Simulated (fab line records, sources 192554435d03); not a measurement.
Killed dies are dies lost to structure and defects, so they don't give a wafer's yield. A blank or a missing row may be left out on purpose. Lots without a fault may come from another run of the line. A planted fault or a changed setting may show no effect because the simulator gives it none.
fab line records | flow n5_finfet
record lots=9 wafers=27 last_day=21
route steps=1938 shown BEOL_M1@787 BEOL_M4@1111 PASSIVATION@1936
lots that met no fault: from a run of the same line without faults
start_h: hours from the record's first day to the start of the lot's first wafer shown | wait_h: hours since the lot's step before | " the same as in the row above | L1.1+2: a row that stands for several wafers | - no value, or no start given | * or withheld: withheld | < > ~ a bound
route shown NAME@n: a module of which the file shows steps, and the number in the route of the first | usual: mean/standard deviation of fault-free wafers | same: alike in all rows | chamber/n: place in a boat | sites: the reading at each site | _std_site: their standard deviation | _edge_site: outer sites' mean less inner sites' | radius_mm: how far each site lies from the wafer's centre | mask NAME#n: copy n | behind: the tool/chamber that last shaped the wafer | hold: why the lot was held/for how many hours/how that ended | device: the transistor (n, p or np) that didn't switch | end of line: the same wafers' tests at the end of the route | a step without rows: its recipe alone | killed: dies lost to structure and defects at the first sort, not the wafer's yield | map: a wafer's dies, x killed, . not, _ none there
set.NAME: the setting as run; set.NAME@STEP: as run at that earlier step | model.NAME: the simulator's own value behind a step, which no gauge read
steps of the route over a sample of lots; a table a step, a row a wafer
services: from which hour (start_h, from the record's first day; less than 0 if before it) a tool's chamber was out of use, for how many hours, and why
## steps
# step N5_BEOL_M1_OVL_MEAS_29
# recipe points_per_wafer=522
# usual V0_OVL=-0.5/0.8
# columns lot.wafer tool chamber start_h wait_h V0_OVL[nm]
L836.4 overlay-02 0 137.78 0.0 -1.7
L836.5 " 0 " " 0.3
L836.6 " 0 " " -1.5
L837.1 overlay-02 0 137.95 0.0 -1.8
L837.4 " 0 " " -1.3
L837.6 " 0 " " 0.2
L844.4 overlay-02 0 185.31 0.0 -0.5
L844.5 " 0 " " -0.3
L844.6 " 0 " " -0.4
L845.1 overlay-02 0 188.85 0.0 -0.4
L845.2 " 0 " " -1.4
L845.6 " 0 " " -1.1
L850.3 overlay-02 0 215.62 0.0 -0.9
L850.5 " 0 " " -0.9
L850.6 " 0 " " -1.1
L851.1 overlay-02 0 228.12 0.0 -1.7
L851.2 " 0 " " -0.9
L851.3 " 0 " " -2.2
L855.4 overlay-01 0 245.59 0.0 1.2
L855.5 " 0 " " 0.4
L855.6 " 0 " " -0.2
L856.3 overlay-01 0 257.38 0.0 -0.5
L856.4 " 0 " " 1.0
L856.6 " 0 " " 1.3
L857.3 overlay-01 0 261.86 0.0 0.8
L857.4 " 0 " " -1.0
L857.5 " 0 " " 0.2
# step N5_BEOL_M1_ETCH_77
# recipe chemistry=N2/H2 target=underlayer target_depth_a=65 mask_material=CAR-EUV time_s=5.2 ion_energy_ev=200 pressure_mtorr=30 source_w=840 bias_w=150 n2_flow_sccm=200 h2_flow_sccm=200 ends=cleared
# usual drypump_motor_current_A=5.9/0.39 etch_rf_on_time_s=5.20/0.077 oes_product_au=0.68/0.071 rf_vpp_V=523.6/2.5 showerhead_plenum_p_Torr=2.53/0.081 throttle_valve_pct=17.82/0.15
# columns lot.wafer tool chamber start_h wait_h drypump_motor_current_A etch_rf_on_time_s oes_product_au rf_hours_counter_h rf_vpp_V showerhead_plenum_p_Torr throttle_valve_pct
L836.4 rie_diel-06 2 137.89 0.0 5.5 5.21 0.69 - 523.6 2.57 17.70
L836.5 " 3 " " 5.8 5.36 0.59 - 520.0 2.41 17.76
L836.6 " 0 " " 6.5 5.25 0.68 - 528.5 2.65 17.83
L837.1 rie_diel-06 3 138.08 0.0 5.8 5.23 0.60 221 520.4 2.41 17.74
L837.4 " 0 " " 6.5 5.17 0.67 - 530.3 2.65 17.84
L837.6 " 3 " " 5.8 5.19 0.59 - 519.3 2.41 17.73
L844.4 rie_diel-06 0 185.42 0.0 6.5 5.26 0.66 147 526.9 2.65 17.88
L844.5 " 3 " " 5.8 5.27 0.58 - 520.8 2.41 17.76
L844.6 " 0 " " 6.5 5.23 0.65 - 524.0 2.65 17.88
L845.1 rie_diel-03 2 188.98 0.0 5.9 5.06 0.71 55 525.5 2.59 17.83
L845.2 " 1 " " 5.2 5.20 0.60 223 526.3 2.62 17.74
L845.6 " 2 " " 5.9 5.14 0.72 - 524.9 2.59 17.85
L850.3 rie_diel-03 3 215.83 0.0 6.2 5.26 0.68 105 521.0 2.45 17.60
L850.5 " 1 " " 5.2 5.27 0.58 - 526.3 2.61 17.78
L850.6 " 2 " " 5.9 5.10 0.70 - 525.3 2.58 17.83
L851.1 rie_diel-01 2 228.58 0.0 5.7 5.23 0.68 87 523.9 2.57 18.12
L851.2 " 0 " " 5.4 5.11 0.78 25 524.1 2.49 17.82
L851.3 " 1 " " 5.6 5.23 0.59 250 520.2 2.40 18.27
L855.4 rie_diel-03 2 245.70 0.0 5.9 5.17 0.69 73 525.1 2.58 17.88
L855.5 " 1 " " 5.2 5.23 0.58 - 525.7 2.61 17.77
L855.6 " 0 " " 6.0 5.18 0.72 - 521.6 2.48 17.95
L856.3 rie_diel-03 2 257.49 0.0 5.8 5.20 0.69 75 524.3 2.58 17.87
L856.4 " 1 " " 5.2 5.27 0.59 244 524.5 2.61 17.79
L856.6 " 0 " " 6.0 5.25 0.72 - 523.5 2.48 17.92
L857.3 rie_diel-06 2 261.98 0.0 5.5 5.21 0.66 129 522.4 2.56 17.75
L857.4 " 1 " " 6.3 5.17 0.77 35 523.0 2.49 17.87
L857.5 " 0 " " 6.5 5.31 0.64 - 526.5 2.64 17.93
# step N5_BEOL_M1_ETCHBACK_99
# recipe chemistry=CHF3 target=SiO2 target_depth_a=50 time_s=10.4 source_w=215 bias_w=47 Ar_flow_sccm=200 CHF3_flow_sccm=12 ion_energy_ev=100 pressure_mtorr=30
# usual drypump_motor_current_A=5.8/0.35 oes_product_au=0.83/0.087 rf_vpp_V=239.1/2.9 showerhead_plenum_p_Torr=2.15/0.068 throttle_valve_pct=17.04/0.15
# columns lot.wafer tool chamber start_h wait_h drypump_motor_current_A oes_product_au rf_hours_counter_h rf_vpp_V showerhead_plenum_p_Torr throttle_valve_pct
L836.4 rie_diel-06 0 154.87 16.7 6.5 0.78 136 241.8 2.25 17.02
L836.5 " 0 " " 6.5 0.78 - 242.1 2.25 17.01
L836.6 " 1 " " 6.3 0.99 - 235.9 2.12 17.04
L837.1 rie_diel-06 3 158.08 19.8 5.8 0.70 224 237.3 2.04 16.97
L837.4 " 0 " " 6.5 0.77 136 242.6 2.25 17.02
L837.6 " 2 " " 5.5 0.81 - 239.7 2.18 17.00
L844.4 rie_diel-06 0 192.11 6.5 6.5 0.76 148 241.3 2.24 17.06
L844.5 " 0 " " 6.5 0.77 - 241.9 2.24 17.03
L844.6 " 1 " " 6.3 0.94 - 235.0 2.12 17.06
L845.1 rie_diel-06 1 195.03 5.9 6.3 0.93 16 235.0 2.12 17.07
L845.2 " 3 " " 5.8 0.68 236 237.5 2.04 16.98
L845.6 " 2 " " 5.5 0.79 - 241.0 2.18 17.02
L850.3 rie_diel-01 3 222.13 6.2 6.1 0.88 42 234.7 2.19 16.87
L850.5 " 3 " " 6.1 0.89 - 235.4 2.19 16.86
L850.6 " 0 " " 5.4 0.90 - 237.0 2.12 17.03
L851.1 rie_diel-03 1 234.24 4.5 5.2 0.69 239 244.3 2.21 16.98
L851.2 " 2 " " 5.9 0.82 70 236.3 2.18 17.03
L851.3 " 3 " " 6.2 0.79 112 237.7 2.07 16.90
L855.4 rie_diel-01 3 256.26 10.4 6.0 0.87 - 235.5 2.18 16.88
L855.5 " 0 " " 5.4 0.89 - 238.9 2.11 17.07
L855.6 " 1 " " 5.7 0.97 - 241.8 2.30 16.94
L856.3 rie_diel-01 3 268.09 10.4 6.0 0.87 55 236.3 2.18 16.89
L856.4 " 1 " " 5.6 0.94 7 242.0 2.29 16.94
L856.6 " 1 " " 5.6 0.96 - 243.6 2.29 16.95
L857.3 rie_diel-01 1 296.36 34.2 5.6 0.92 12 241.8 2.29 16.98
L857.4 " 2 " " 5.7 0.79 102 242.2 2.17 17.29
L857.5 " 0 " " 5.4 0.87 - 237.0 2.11 17.06
# step N5_BEOL_M1_VIA_ETCH_34
# recipe chemistry=C4F6/O2 target_depth_a=678 mask_material=SOC pressure_mtorr=15 ion_energy_ev=250 taper_deg=4 time_s=64.4 source_w=350 bias_w=170 Ar_flow_sccm=300 C4F6_flow_sccm=10 O2_flow_sccm=10
# usual drypump_motor_current_A=5.8/0.35 oes_product_au=0.83/0.088 rf_vpp_V=661/7.7 run_length_s=87.6/0.39 showerhead_plenum_p_Torr=2.84/0.086 throttle_valve_pct=30.75/0.17
# columns lot.wafer tool chamber start_h wait_h drypump_motor_current_A oes_product_au rf_hours_counter_h rf_vpp_V run_length_s showerhead_plenum_p_Torr throttle_valve_pct
L836.4 rie_diel-06 0 155.00 0.0 6.5 0.78 136 671 87.1 2.96 30.68
L836.5 " 0 " " 6.5 0.78 - 669 87.3 2.96 30.68
L836.6 " 1 " " 6.3 0.99 - 651 87.4 2.80 30.83
L837.1 rie_diel-06 3 158.22 0.0 5.8 0.69 224 656 88.2 2.70 30.53
L837.4 " 0 " " 6.5 0.77 136 669 87.4 2.96 30.70
L837.6 " 2 " " 5.5 0.81 - 663 87.6 2.88 30.74
L844.4 rie_diel-06 0 192.25 0.0 6.5 0.76 148 669 79.1 2.96 30.68
L844.5 " 0 " " 6.5 0.77 - 668 79.4 2.96 30.69
L844.6 " 1 " " 6.4 0.94 - 650 79.4 2.80 30.83
L845.1 rie_diel-06 1 195.16 0.0 6.3 0.94 16 651 79.6 2.80 30.84
L845.2 " 3 " " 5.8 0.69 236 655 80.2 2.69 30.54
L845.6 " 2 " " 5.5 0.80 - 665 79.9 2.87 30.75
L850.3 rie_diel-01 3 222.27 0.0 6.0 0.88 42 651 87.2 2.88 30.59
L850.5 " 3 " " 6.1 0.89 - 651 87.5 2.89 30.57
L850.6 " 0 " " 5.4 0.91 - 661 88.0 2.80 30.86
L851.1 rie_diel-03 1 234.38 0.0 5.2 0.69 239 676 87.7 2.91 30.46
L851.2 " 2 " " 5.9 0.81 70 657 86.7 2.88 30.78
L851.3 " 3 " " 6.2 0.79 112 657 87.7 2.74 30.50
L855.4 rie_diel-01 3 256.40 0.0 6.1 0.88 - 652 87.2 2.88 30.61
L855.5 " 0 " " 5.4 0.88 - 656 88.0 2.79 30.86
L855.6 " 1 " " 5.6 0.99 - 669 87.9 3.02 30.79
L856.3 rie_diel-01 3 268.22 0.0 6.1 0.87 55 653 87.2 2.88 30.60
L856.4 " 1 " " 5.6 0.94 7 670 87.8 3.02 30.80
L856.6 " 1 " " 5.6 0.95 - 669 87.6 3.02 30.80
L857.3 rie_diel-01 1 296.50 0.0 5.7 0.93 12 670 87.8 3.02 30.80
L857.4 " 2 " " 5.7 0.79 102 672 87.9 2.86 30.98
L857.5 " 0 " " 5.4 0.86 - 659 88.1 2.79 30.85
# step N5_BEOL_M4_RC_MEAS_101
# usual DIBL_N=36.3/1.1 DIBL_P=36.3/1.4 IOFF_N=0.155/0.019 IOFF_P=0.211/0.027 ION_N=672/8.5 ION_P=462/5.8 SS_N=71.5/0.56 SS_P=73.3/0.52 VT_N=249.9/2.5 VT_P=-249.8/2.8
# columns lot.wafer tool chamber start_h wait_h DIBL_N[mV/V] DIBL_P[mV/V] IOFF_N[nA/um] IOFF_P[nA/um] ION_N[uA/um] ION_P[uA/um] SS_N[mV/dec] SS_P[mV/dec] VT_N[mV] VT_P[mV]
L837.1 prober-01 0 219.84 0.0 35.0 36.1 0.126 0.198 669 459 70.9 72.1 255.9 -249.1
L837.4 " 0 " " 35.6 37.4 0.148 0.235 679 473 71.3 73.1 248.9 -247.1
L837.6 " 0 " " 36.1 37.8 0.149 0.227 668 458 71.5 72.3 251.6 -248.8
L836.4 prober-01 0 228.86 0.5 35.6 36.9 0.152 0.178 669 451 71.1 73.6 248.7 -253.7
L836.5 " 0 " " 34.9 35.4 0.134 0.170 670 456 71.3 73.3 249.2 -252.4
L836.6 " 0 " " 35.7 35.9 0.153 0.178 671 455 72.0 73.3 251.5 -253.4
L844.4 prober-02 0 322.57 0.5 36.8 35.7 0.137 0.201 677 467 70.4 72.5 250.5 -250.7
L844.5 " 0 " " 37.9 37.1 0.163 0.222 675 468 71.6 73.2 249.0 -246.1
L844.6 " 0 " " 37.7 37.4 0.156 0.216 672 461 71.7 74.0 248.3 -251.8
L845.1 prober-01 0 324.10 0.0 37.2 36.9 0.151 0.183 670 455 71.2 73.8 251.3 -253.2
L845.2 " 0 " " 38.5 38.1 0.178 0.206 664 452 72.3 73.0 250.4 -249.8
L845.6 " 0 " " 36.4 36.1 0.139 0.181 658 447 71.2 73.0 253.2 -252.0
L850.3 prober-01 0 351.59 0.3 35.4 36.2 0.143 0.196 665 461 71.9 73.2 253.8 -252.5
L850.5 " 0 " " 35.7 37.6 0.146 0.219 669 463 71.4 73.5 252.3 -248.9
L850.6 " 0 " " 34.8 35.6 0.134 0.186 658 454 72.3 73.0 252.1 -251.9
L857.3 prober-02 0 364.69 0.3 37.2 36.6 0.171 0.241 678 467 72.2 73.7 251.6 -246.2
L857.4 " 0 " " 38.7 36.8 0.196 0.250 671 461 72.8 73.2 246.3 -246.9
L857.5 " 0 " " 37.2 35.6 0.161 0.223 674 464 71.9 73.3 247.5 -249.5
L855.4 prober-01 0 368.66 0.5 34.9 37.6 0.168 0.241 668 470 70.4 73.3 247.3 -247.3
L855.5 " 0 " " 34.3 36.8 0.150 0.235 673 472 71.7 73.1 249.5 -244.4
L855.6 " 0 " " 34.9 36.6 0.157 0.232 665 465 71.8 72.6 251.7 -248.7
L851.1 prober-01 0 376.28 0.0 36.3 36.6 0.168 0.226 687 470 71.9 73.7 247.1 -248.9
L851.2 " 0 " " 36.7 36.6 0.178 0.231 688 471 71.6 74.1 243.7 -246.9
L851.3 " 0 " " 35.7 35.8 0.158 0.221 690 471 71.9 73.8 247.6 -246.9
L856.3 prober-01 0 401.12 0.3 35.6 35.2 0.158 0.210 682 464 72.1 73.3 248.2 -248.4
L856.4 " 0 " " 36.3 34.7 0.159 0.200 666 459 72.0 73.4 249.2 -250.9
L856.6 " 0 " " 36.0 35.2 0.158 0.205 675 458 71.3 73.0 249.8 -249.2
# step N5_PASSIVATION_PROBE_49
# usual defect_limited_yield=91.4/1.2 killed_at_M0_to_M3=34/10 killed_at_M4_up=14/5.1 killed_at_contacts=12/6.4 killed_at_front_end=38/9.3 killed_at_other=4/3 killed_dies=102/15 killed_open=67/12 killed_short=33/6.9 sort_bin_5_function=5.0/0.86 sort_bin_6_memory=3.2/0.58 sort_n_pass=1078/15 sort_yield_pct=91.4/1.2
# same gross_dies=1180 killed_at_back_side=0 sort_bin_4_leakage[%]=0 sort_bin_8_speed[%]=0
# columns lot.wafer tool chamber start_h wait_h defect_limited_yield[%] killed_at_M0_to_M3 killed_at_M4_up killed_at_contacts killed_at_front_end killed_at_other killed_dies killed_open killed_short sort_bin_5_function[%] sort_bin_6_memory[%] sort_n_pass sort_yield_pct[%]
L837.1 prober-01 - 330.42 0.0 89.8 29 30 24 33 4 120 80 36 6.0 3.8 1060 89.8
L837.4 prober-01 - 330.57 0.2 90.7 35 14 11 45 5 110 77 33 5.7 3.2 1070 90.7
L837.6 prober-01 - 330.67 0.3 91.4 33 13 21 33 2 102 75 25 5.2 3.3 1078 91.4
L836.4 prober-01 - 337.80 0.2 91.7 48 14 8 25 3 98 68 26 4.7 3.2 1082 91.7
L836.5 prober-01 - 337.85 0.2 90.3 42 24 6 39 3 114 74 39 6.1 3.2 1066 90.3
L836.6 prober-01 - 337.90 0.3 88.6 52 20 3 59 1 135 85 44 6.4 4.5 1045 88.6
L844.4 prober-02 - 422.04 0.3 92.9 23 16 4 36 5 84 51 30 4.7 2.4 1096 92.9
L844.5 prober-02 - 422.09 0.4 91.2 52 11 6 30 5 104 64 36 4.7 3.7 1076 91.2
L844.6 prober-02 - 422.14 0.4 90.9 31 16 14 46 0 107 71 33 5.5 3.3 1073 90.9
L845.1 prober-01 - 435.03 0.0 91.0 44 18 18 23 3 106 68 36 5.8 3.1 1074 91.0
L845.2 prober-01 - 435.08 0.1 91.9 35 10 18 28 4 95 70 25 4.7 3.2 1085 91.9
L845.6 prober-01 - 435.28 0.3 90.4 34 19 10 46 4 113 71 40 5.7 3.4 1067 90.4
L850.3 prober-02 - 451.93 0.1 89.9 32 20 11 51 5 119 81 36 6.3 3.5 1061 89.9
L850.5 prober-02 - 452.03 0.2 93.6 20 9 8 31 7 75 51 23 3.3 2.6 1105 93.6
L850.6 prober-02 - 452.08 0.3 90.3 42 10 5 49 8 114 65 47 4.9 4.2 1066 90.3
L855.4 prober-01 - 475.71 0.2 92.5 30 11 18 25 5 89 51 37 4.1 3.1 1091 92.5
L855.5 prober-01 - 475.76 0.2 91.4 27 16 16 41 1 101 62 38 5.2 3.1 1079 91.4
L855.6 prober-01 - 475.81 0.3 91.0 27 12 19 44 4 106 68 36 4.8 3.7 1074 91.0
L851.1 prober-01 - 485.54 0.0 90.9 36 19 7 39 6 107 72 27 5.4 3.2 1073 90.9
L851.2 prober-01 - 485.59 0.1 91.9 23 20 18 34 1 96 74 21 4.9 3.0 1084 91.9
L851.3 prober-01 - 485.64 0.1 93.1 19 16 2 44 1 82 52 29 3.7 2.8 1098 93.1
# killed by level:class
L837.1 MOL_CONTACT_COAG:geometric_particle:open=16 BEOL_M3:geometric_particle:open=12 BEOL_M4:geometric_particle:open=9 MOL_CONTACT_COAG:geometric_particle:short=8 FIN_SAQP:geometric_particle:open=7 BEOL_M2:geometric_particle:open=5 FIN_SAQP:geometric_particle:short=4 STI_FIN_REVEAL:geometric_particle:open=4
L837.4 BEOL_M3:geometric_particle:open=11 FIN_SAQP:geometric_particle:open=10 BEOL_M2:geometric_particle:open=8 MOL_CONTACT_COAG:geometric_particle:open=7 BEOL_M4:geometric_particle:open=7 FIN_SAQP:geometric_particle:short=6 STI_FIN_REVEAL:geometric_particle:open=6 STARTING-WAFER:geometric_particle:short=5
L837.6 MOL_CONTACT_COAG:geometric_particle:open=19 FIN_SAQP:geometric_particle:open=11 BEOL_M3:geometric_particle:open=10 BEOL_M4:geometric_particle:open=7 BEOL_M1:geometric_particle:open=5 FIN_SAQP:geometric_particle:short=4 BEOL_M0_SAQP:geometric_particle:open=4 STI_FIN_REVEAL:geometric_particle:short=3
L836.4 BEOL_M0_SAQP:geometric_particle:open=14 FIN_SAQP:geometric_particle:open=12 BEOL_M0_SAQP:geometric_particle:short=12 BEOL_M3:geometric_particle:open=11 MOL_CONTACT_COAG:geometric_particle:open=7 BEOL_M1:geometric_particle:open=4 BEOL_M2:geometric_particle:open=4 DUMMY_GATE:geometric_particle:open=3
L836.5 FIN_SAQP:geometric_particle:open=18 BEOL_M0_SAQP:geometric_particle:short=11 BEOL_M4:geometric_particle:open=10 BEOL_M0_SAQP:geometric_particle:open=8 BEOL_M3:geometric_particle:open=7 GATE_CUT:geometric_particle:short=6 FIN_SAQP:geometric_particle:short=5 MOL_CONTACT_COAG:geometric_particle:open=5
L836.6 BEOL_M0_SAQP:geometric_particle:open=16 BEOL_M0_SAQP:geometric_particle:short=15 FIN_SAQP:geometric_particle:open=14 STI_FIN_REVEAL:geometric_particle:open=12 FIN_SAQP:geometric_particle:short=8 BEOL_M4:geometric_particle:open=8 BEOL_M3:geometric_particle:open=8 DUMMY_GATE:geometric_particle:open=6
L844.4 FIN_SAQP:geometric_particle:short=7 BEOL_M4:geometric_particle:open=6 STI_FIN_REVEAL:geometric_particle:open=5 BEOL_M3:geometric_particle:open=5 GATE_CUT:geometric_particle:short=5 BEOL_M3:geometric_particle:short=5 STARTING-WAFER:geometric_particle:open=5 FIN_SAQP:geometric_particle:open=4
L844.5 BEOL_M0_SAQP:geometric_particle:open=11 BEOL_M0_SAQP:geometric_particle:short=11 BEOL_M0:geometric_particle:open=8 FIN_SAQP:geometric_particle:short=6 BEOL_M2:geometric_particle:open=6 MOL_CONTACT_COAG:geometric_particle:open=5 BEOL_M1:geometric_particle:open=5 BEOL_M3:geometric_particle:open=5
L844.6 FIN_SAQP:geometric_particle:open=14 BEOL_M1:geometric_particle:open=10 MOL_CONTACT_COAG:geometric_particle:open=8 FIN_SAQP:geometric_particle:short=6 MOL_CONTACT_COAG:geometric_particle:short=6 BEOL_M3:geometric_particle:open=6 STI_FIN_REVEAL:geometric_particle:open=5 BEOL_M4:geometric_particle:open=5
L845.1 MOL_CONTACT_COAG:geometric_particle:open=16 BEOL_M0_SAQP:geometric_particle:short=16 BEOL_M0_SAQP:geometric_particle:open=12 BEOL_M4:geometric_particle:open=8 BEOL_M1:geometric_particle:open=7 BEOL_M3:geometric_particle:open=6 FIN_SAQP:geometric_particle:open=4 FIN_SAQP:geometric_particle:short=4
L845.2 MOL_CONTACT_COAG:geometric_particle:open=14 BEOL_M2:geometric_particle:open=10 BEOL_M3:geometric_particle:open=8 BEOL_M0_SAQP:geometric_particle:open=7 BEOL_M1:geometric_particle:open=7 FIN_SAQP:geometric_particle:open=5 FIN_SAQP:geometric_particle:short=5 STI_FIN_REVEAL:geometric_particle:open=5
L845.6 FIN_SAQP:geometric_particle:short=13 BEOL_M4:geometric_particle:open=11 BEOL_M0_SAQP:geometric_particle:open=9 MOL_CONTACT_COAG:geometric_particle:open=9 FIN_SAQP:geometric_particle:open=8 BEOL_M0_SAQP:geometric_particle:short=6 BEOL_M1:geometric_particle:open=6 STARTING-WAFER:geometric_particle:short=5
L850.3 STI_FIN_REVEAL:geometric_particle:open=13 BEOL_M4:geometric_particle:open=9 BEOL_M3:geometric_particle:open=9 DUMMY_GATE:geometric_particle:open=8 MOL_CONTACT_COAG:geometric_particle:open=8 FIN_SAQP:geometric_particle:open=7 BEOL_M0_SAQP:geometric_particle:short=6 STARTING-WAFER:geometric_particle:short=5
L850.5 STI_FIN_REVEAL:geometric_particle:open=9 BEOL_M0_SAQP:geometric_particle:open=6 FIN_SAQP:geometric_particle:short=5 BEOL_M1:geometric_particle:open=5 BEOL_M4:geometric_particle:open=5 MOL_CONTACT_COAG:geometric_particle:short=4 MOL_CONTACT_COAG:geometric_particle:open=4 STI_FIN_REVEAL:geometric_particle:short=3
L850.6 STI_FIN_REVEAL:geometric_particle:open=16 BEOL_M0_SAQP:geometric_particle:short=15 BEOL_M0_SAQP:geometric_particle:open=9 FIN_SAQP:geometric_particle:short=7 BEOL_M1:geometric_particle:open=7 FIN_SAQP:geometric_particle:open=5 MOL_CONTACT_COAG:geometric_particle:open=5 BEOL_M2:geometric_particle:open=5
L855.4 MOL_CONTACT_COAG:geometric_particle:open=13 BEOL_M0_SAQP:geometric_particle:short=8 BEOL_M4:geometric_particle:open=8 GATE_CUT:geometric_particle:short=7 BEOL_M1:geometric_particle:open=7 BEOL_M3:geometric_particle:open=7 FIN_SAQP:geometric_particle:short=5 MOL_CONTACT_COAG:geometric_particle:short=5
L855.5 MOL_CONTACT_COAG:geometric_particle:open=13 FIN_SAQP:geometric_particle:short=8 STI_FIN_REVEAL:geometric_particle:open=8 BEOL_M0_SAQP:geometric_particle:open=8 BEOL_M4:geometric_particle:open=8 GATE_CUT:geometric_particle:short=6 BEOL_M0_SAQP:geometric_particle:short=6 STARTING-WAFER:geometric_particle:open=5
L855.6 MOL_CONTACT_COAG:geometric_particle:open=16 FIN_SAQP:geometric_particle:open=10 GATE_CUT:geometric_particle:short=10 BEOL_M1:geometric_particle:open=6 FIN_SAQP:geometric_particle:short=5 STI_FIN_REVEAL:geometric_particle:open=5 BEOL_M2:geometric_particle:open=5 BEOL_M3:geometric_particle:open=5
L851.1 BEOL_M4:geometric_particle:open=10 DUMMY_GATE:geometric_particle:open=9 MOL_CONTACT_COAG:geometric_particle:open=7 BEOL_M3:geometric_particle:open=7 BEOL_M0_SAQP:geometric_particle:short=6 DUMMY_GATE:geometric_particle:short=5 GATE_CUT:geometric_particle:short=5 BEOL_M0_SAQP:geometric_particle:open=5
L851.2 MOL_CONTACT_COAG:geometric_particle:open=16 BEOL_M0_SAQP:geometric_particle:open=9 BEOL_M4:geometric_particle:open=9 BEOL_M2:geometric_particle:open=8 FIN_SAQP:geometric_particle:open=5 GATE_CUT:geometric_particle:open=5 STI_FIN_REVEAL:geometric_particle:open=5 FIN_SAQP:geometric_particle:short=4
L851.3 STI_FIN_REVEAL:geometric_particle:open=8 DUMMY_GATE:geometric_particle:open=8 BEOL_M4:geometric_particle:open=8 FIN_SAQP:geometric_particle:short=4 GATE_CUT:geometric_particle:open=4 GATE_CUT:geometric_particle:short=4 BEOL_M0_SAQP:geometric_particle:open=4 BEOL_M0_SAQP:geometric_particle:short=4
## services
# columns tool chamber start_h hours kind
rie_diel-06 1 123.02 - clean
rie_diel-06 1 123.02 - consumable_replace:focus_ring
rie_diel-03 0 125.34 6.0 repair
rie_diel-01 0 128.42 - clean
rie_diel-01 0 128.42 - consumable_replace:focus_ring
rie_diel-01 0 128.42 12.2 scheduled_down
rie_diel-01 0 128.42 12.2 vent_cycle
rie_diel-01 2 154.65 6.9 repair
rie_diel-01 0 189.86 5.1 repair
rie_diel-01 2 208.89 1.8 repair
rie_diel-01 - 225.35 2.8 pm
rie_diel-01 1 228.66 - clean
rie_diel-01 1 228.66 - consumable_replace:focus_ring
rie_diel-01 1 228.66 - consumable_replace:showerhead
rie_diel-01 1 228.66 18.6 scheduled_down
rie_diel-01 1 228.66 18.6 vent_cycle
rie_diel-01 2 254.21 11.8 repair
rie_diel-06 3 270.58 2.7 repair
rie_diel-03 1 291.71 - clean
rie_diel-06 3 293.02 - clean
rie_diel-06 3 293.02 - consumable_replace:focus_ring
rie_diel-06 3 293.02 - consumable_replace:showerhead
rie_diel-06 3 293.02 24.9 scheduled_down
rie_diel-06 3 293.02 24.9 vent_cycle
## key
first_sign step=N5_BEOL_M1_VIA_ETCH_34 reading=run_length_s direction=down sigmas=21 usual=* struck=*
effect none on later readings
met_at N5_BEOL_M1_VIA_ETCH_34
struck_lots L844,L845
not_acting_at N5_BEOL_M1_OVL_MEAS_29,N5_BEOL_M1_ETCH_77,N5_BEOL_M1_ETCHBACK_99
onset_between 158.22 192.25
fault kind=process_parameter_drift tool=rie_diel-06 chamber=- onset_h=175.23 steps=N5_BEOL_M1_VIA_ETCH_34 channel=time_s offset=* shape=step end_h=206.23 acts_in=* stated=*
